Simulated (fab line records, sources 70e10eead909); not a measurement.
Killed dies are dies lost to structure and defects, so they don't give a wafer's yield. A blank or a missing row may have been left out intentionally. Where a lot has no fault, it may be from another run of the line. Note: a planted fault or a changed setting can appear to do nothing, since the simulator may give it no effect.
Which tool was responsible? :: flow nandHarc :: 36 wafers from 12 lots sampled at 2 of the route's 1302 steps

== WHAT THE GAUGES READ, wafer by wafer ==
NHARC_A_SGD_CUT_INSPECT_25.
lot: L074
measured: day 20 01:31
on: defectInspect-02
rawDefectCount: 448 550 391

lot: L077
measured: day 20 11:43
on: defectInspect-02
rawDefectCount: 421 266 385

lot: L079
measured: day 20 20:42
on: defectInspect-01
rawDefectCount: 315 254 332

lot: L081
measured: day 22 05:58
on: defectInspect-02
rawDefectCount: 570 434 397

lot: L083
measured: day 23 17:11
on: defectInspect-01
rawDefectCount: 420 565 389

lot: L085
measured: day 23 21:29
on: defectInspect-01
rawDefectCount: 338 369 387

lot: L088
measured: day 25 07:52
on: defectInspect-02
rawDefectCount: 367 289 289

lot: L089
measured: day 26 01:30
on: defectInspect-01
rawDefectCount: 440 385 477

lot: L090
measured: day 26 15:39
on: defectInspect-01
rawDefectCount: 335 271 399

lot: L092
measured: day 27 05:05
on: defectInspect-02
rawDefectCount: 311 392 397

lot: L095
measured: day 28 08:37
on: defectInspect-02
rawDefectCount: 271 273 278

lot: L097
measured: day 29 07:10
on: defectInspect-01
rawDefectCount: 387 382 377

== EACH LOT AND THE TOOL THAT RAN IT (in order: tool; ch and the chambers of the sampled wafers; start) ==
lot: L074
NHARC_A_STAIRCASE_CMP_450: cmp-03 ch 0,2, day 19 15:44

lot: L077
NHARC_A_STAIRCASE_CMP_450: cmp-02 ch 1,2, day 20 01:59

lot: L079
NHARC_A_STAIRCASE_CMP_450: cmp-02 ch 0,1,2, day 20 11:27

lot: L081
NHARC_A_STAIRCASE_CMP_450: cmp-04 ch 0,3, day 21 19:02

lot: L083
NHARC_A_STAIRCASE_CMP_450: cmp-02 ch 1,3, day 23 07:20

lot: L085
NHARC_A_STAIRCASE_CMP_450: cmp-04 ch 1,2,3, day 23 13:25

lot: L088
NHARC_A_STAIRCASE_CMP_450: cmp-02 ch 2,3, day 24 22:11

lot: L089
NHARC_A_STAIRCASE_CMP_450: cmp-04 ch 0,1,3, day 25 16:04

lot: L090
NHARC_A_STAIRCASE_CMP_450: cmp-04 ch 0,1,2, day 26 06:34

lot: L092
NHARC_A_STAIRCASE_CMP_450: cmp-04 ch 0,1,3, day 26 17:36

lot: L095
NHARC_A_STAIRCASE_CMP_450: cmp-03 ch 0,2, day 27 20:02

lot: L097
NHARC_A_STAIRCASE_CMP_450: cmp-04 ch 0,2,3, day 28 20:01
- NHARC_A_STAIRCASE_CMP_450: polishes SiO2, target thk 200 nm.

== THE ANSWER, worked out from the rows above alone ==
Rule: usual is defined by the lots themselves. Put in order of their means at a reading, lots are off if they are a third of the lots or fewer, leave a main group of 4 or more, and stand apart from it by a gap of 3 or more times the standard deviation of the main group's means; of several such gaps the widest counts. A main group whose means are all the same, to the digits that the tables above print for the reading, isn't used. Also off: a lot with no number at a reading for which 4 or more lots have one. Where the step has rows for the other lots, those lots are counted as sound.
No lot is off at any reading shown: from this, nothing can be told.

== WHAT HAD BEEN PUT IN BY THE SIMULATOR ==
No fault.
